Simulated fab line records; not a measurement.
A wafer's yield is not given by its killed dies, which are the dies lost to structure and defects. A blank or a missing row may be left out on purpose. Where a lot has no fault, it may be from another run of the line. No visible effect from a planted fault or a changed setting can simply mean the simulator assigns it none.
Comparing a struck lot with a sound one | flow n5 finfet | 16 out of 1938 route steps
Sound: the wafers L548.1, L548.2, L548.6. Struck: wafers L552.3, L552.5. (L552.4 of the same lot was not struck and is left out.) The cause comes at the end.
For every step that has rows: the tool of each side, followed by ch and its chambers, followed by its first start. Under that, the readings that differ: sound wafers | struck wafers | difference of the means | sigmas: that difference in standard deviations of wafers without a fault.
alike: words and numbers the same on both sides, and readings whose means are apart by under 2 such deviations; not compared: readings that were withheld, readings missing a value for some wafer, numbers with overlapping values and no deviation given by the record, and bounds like >300 which may hide the same value.
A row with sigmas, a row that says differs or no value, or rows on one side alone: a step with any of these is where the two part. When numbers do not overlap yet have no deviation, they are printed without sigmas and do not part them. A reading that every wafer of one side lacks parts them only if that side has two wafers or more.

first, 4 steps without rows for these wafers: N5_BEOL_M0_CUTY_SOFTBAKE_53 (time 60 s); N5_BEOL_M0_CUTY_EXPOSE_54 (exposes mask M0 ABLK); N5_BEOL_M0_CUTY_PEB_55 (peb time 60 s); N5_BEOL_M0_CUTY_DEVELOP_56 (develop time 30 s).
N5_BEOL_M0_CUTY_CD_MEAS_57: target cd 200 nm.
  sound on cd sem-03 ch 0, day 7 11:58; struck on cd sem-02 ch 0, day 8 12:23
  alike: cd nm
N5_BEOL_M0_CUTY_OVL_MEAS_58:
  sound on overlay-01 ch 0, day 7 12:00; struck on overlay-02 ch 0, day 8 12:25
  alike: M0_ABLK_OVL
N5_BEOL_M0_CUTY_INSPECT_59: inspects for defects (macro).
  sound: defect inspect-02 at day 7 12:01; struck: defect inspect-01 at day 8 12:26
  alike: raw defect count
N5_BEOL_M0_CUTY_DESCUM_61: chemistry O2, time 7.9 s.
  sound on rie diel-02 ch 0,3, day 7 12:06; struck on rie diel-04 ch 0, day 8 12:28
  reading               | sound          | struck    | difference | sigmas
  oes product au (a.u.) | 0.73 0.69 0.68 | 0.94 0.94 | +0.24      | +3
  alike: drypump motor current A, rf fwd power W, rf vpp V, showerhead plenum p Torr, throttle valve pct
  not compared: rf hours counter h
N5_BEOL_M0_CUTY_ETCH_62: etches SiARC in CF4, time 58.5 s.
  sound on rie diel-02 ch 0,3, day 7 12:08; struck on rie diel-04 ch 0, day 8 12:31
  reading               | sound          | struck    | difference | sigmas
  oes product au (a.u.) | 0.64 0.60 0.60 | 0.81 0.81 | +0.20      | +3
  alike: drypump motor current A, etch rf on time s, rf fwd power W, rf vpp V, showerhead plenum p Torr, throttle valve pct
  not compared: rf hours counter h
N5_BEOL_M0_CUTY_ETCH_63: etches SOC in N2/H2, target depth 82.7 nm, overetch 16.5 nm, time 124 s.
  sound on rie diel-02 ch 0,3, day 7 12:11; struck on rie diel-04 ch 0, day 8 12:33
  reading               | sound          | struck    | difference | sigmas
  oes product au (a.u.) | 0.61 0.57 0.57 | 0.77 0.76 | +0.18      | +3
  alike: drypump motor current A, h2 flow sccm, n2 flow sccm, rf fwd power W, rf vpp V, showerhead plenum p Torr, throttle valve pct
  not compared: rf hours counter h
then, 1 step without rows for these wafers: N5_BEOL_M0_CUTY_STRIP_64 (strips in N2/H2).
N5_BEOL_M0_ETCH_138: etches SiCN in CH3F/O2, target depth 12 nm, time 31.6 s.
  sound on rie diel-02 ch 0,3, day 7 12:19; struck on rie diel-04 ch 0, day 8 12:41
  reading               | sound          | struck    | difference | sigmas
  oes product au (a.u.) | 0.63 0.59 0.59 | 0.80 0.81 | +0.20      | +3
  alike: drypump motor current A, etch rf on time s, rf fwd power W, rf vpp V, showerhead plenum p Torr, throttle valve pct
  not compared: rf hours counter h
N5_BEOL_M0_HM_OPEN_105: chemistry Cl2/BCl3, target TiN, target depth 12 nm.
  sound on rie metal-02 ch 0,1, day 7 14:35; struck on rie metal-02 ch 0, day 8 13:05
  reading                  | sound             | struck      | difference | sigmas
  model.etch.depth nm (nm) | 11.55 11.65 11.64 | 12.61 12.44 | +0.91      |
  alike: drypump motor current A, oes product au, rf fwd power W, throttle valve pct
  not compared: rf hours counter h
N5_BEOL_M0_STRIP_140: strips in CF4.
  sound on rie diel-04 ch 0,1,3, day 7 14:45; struck on rie diel-04 ch 2,3, day 8 13:17
  alike: drypump motor current A, oes product au, rf fwd power W, rf vpp V, showerhead plenum p Torr, throttle valve pct
  not compared: rf hours counter h
-- record jumps: 2 days separate the struck wafers' starts on either side; left off in module BEOL_M0, taken up again in module BEOL_M4, whose first shown step is the route's number 1111 --
N5_BEOL_M4_RC_MEAS_101:
  sound on prober-02 ch 0, day 10 08:08; struck on prober-02 ch 0, day 10 21:20
  reading       | sound          | struck    | difference | sigmas
  ION_N (uA/um) | 669 663 663    | 697 701   | +34        | +3
  SS_P (mV/dec) | 72.7 73.0 73.0 | 74.8 74.6 | +1.8       | +3
  alike: DIBL_N, DIBL_P, IOFF_N, IOFF_P, ION_P, SS_N, VT_N, VT_P
N5_PASSIVATION_PROBE_49:
  the record has rows for the sound wafers here (prober-01, day 14 20:40) and none for the struck ones

WHERE THEY PART
At N5_BEOL_M0_CUTY_DESCUM_61 first; at N5_PASSIVATION_PROBE_49 last (within this record only).

WHY: what had been put in by the simulator
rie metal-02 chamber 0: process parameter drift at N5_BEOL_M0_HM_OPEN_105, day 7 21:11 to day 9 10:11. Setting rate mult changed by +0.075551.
